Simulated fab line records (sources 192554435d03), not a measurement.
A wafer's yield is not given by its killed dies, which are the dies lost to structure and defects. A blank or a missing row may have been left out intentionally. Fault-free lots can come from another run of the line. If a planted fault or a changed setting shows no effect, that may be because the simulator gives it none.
Matching of chambers -- flow n5-finfet -- N5_BEOL_M0_SAQP_ILD_DEP_01 on pecvd-02 has 3 sister chambers
The step deposits SiOC from DEMS/O2, target thk 45.419 nm, time 8.7 s. 16 wafers are shown with their chamber, then 8 later ones without.

WAFERS PAIRED WITH THEIR CHAMBERS
wafer,chamber,heater-power-w (W),throttle-valve-pct (%),showerhead-plenum-p-Torr (Torr)
L074.3,1,450,10.7,5.694
L074.4,2,390,11.7,5.702
L074.5,1,460,11.1,5.716
L075.2,1,497,11.2,5.678
L075.5,1,487,11.1,5.681
L075.6,0,353,11.7,5.679
L077.2,0,352,11.6,5.681
L077.3,1,475,11.1,5.689
L077.4,1,473,11.1,5.709
L078.2,1,482,10.8,5.698
L078.4,0,435,11.4,5.689
L078.6,2,378,11.5,5.707
L081.2,1,486,10.9,5.693
L081.3,0,349,11.6,5.690
L081.5,1,474,10.8,5.708
L083.2,0,435,11.3,5.678

SIGNATURES (means of the wafers above)
reading,chamber 0,chamber 1,chamber 2,scatter within a chamber
heater-power-w,384.80,476.00,384.00,27.9
throttle-valve-pct,11.520,10.978,11.600,0.172
showerhead-plenum-p-Torr,5.68340,5.69622,5.70450,0.0106
Rule: a wafer's distance from a chamber is the root of the sum, over the readings, of the square of ((its reading less the chamber's mean) divided by the reading's scatter). If the next closest chamber is less than 2 further off than the closest, the wafer can't be placed; otherwise it belongs to the closest. The scatter: the root of (the sum of the squares of (reading less its chamber's mean) over the shown wafers, divided by (wafers less chambers)).

WAFERS WITHOUT THEIR CHAMBER
wafer,heater-power-w (W),throttle-valve-pct (%),showerhead-plenum-p-Torr (Torr)
L083.3,435,11.5,5.685
L083.6,442,11.0,5.702
L088.1,512,11.0,5.694
L088.2,387,11.7,5.682
L088.3,404,11.7,5.719
L091.1,423,12.0,5.717
L091.3,385,11.6,5.681
L091.4,380,11.8,5.681

THE CHAMBER EACH PASSED THROUGH
wafer,from the rows above,in truth
L083.3,can't be placed: 0 or 2 or 1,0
L083.6,1,1
L088.1,1,1
L088.2,can't be placed: 0 or 2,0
L088.3,can't be placed: 2 or 0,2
L091.1,can't be placed: 2 or 0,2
L091.3,can't be placed: 0 or 2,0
L091.4,can't be placed: 0 or 2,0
2 of 8 placed correctly. From these rows, 6 cannot be placed; in 6 the true chamber is one of the candidates. Wrongly placed: 0.
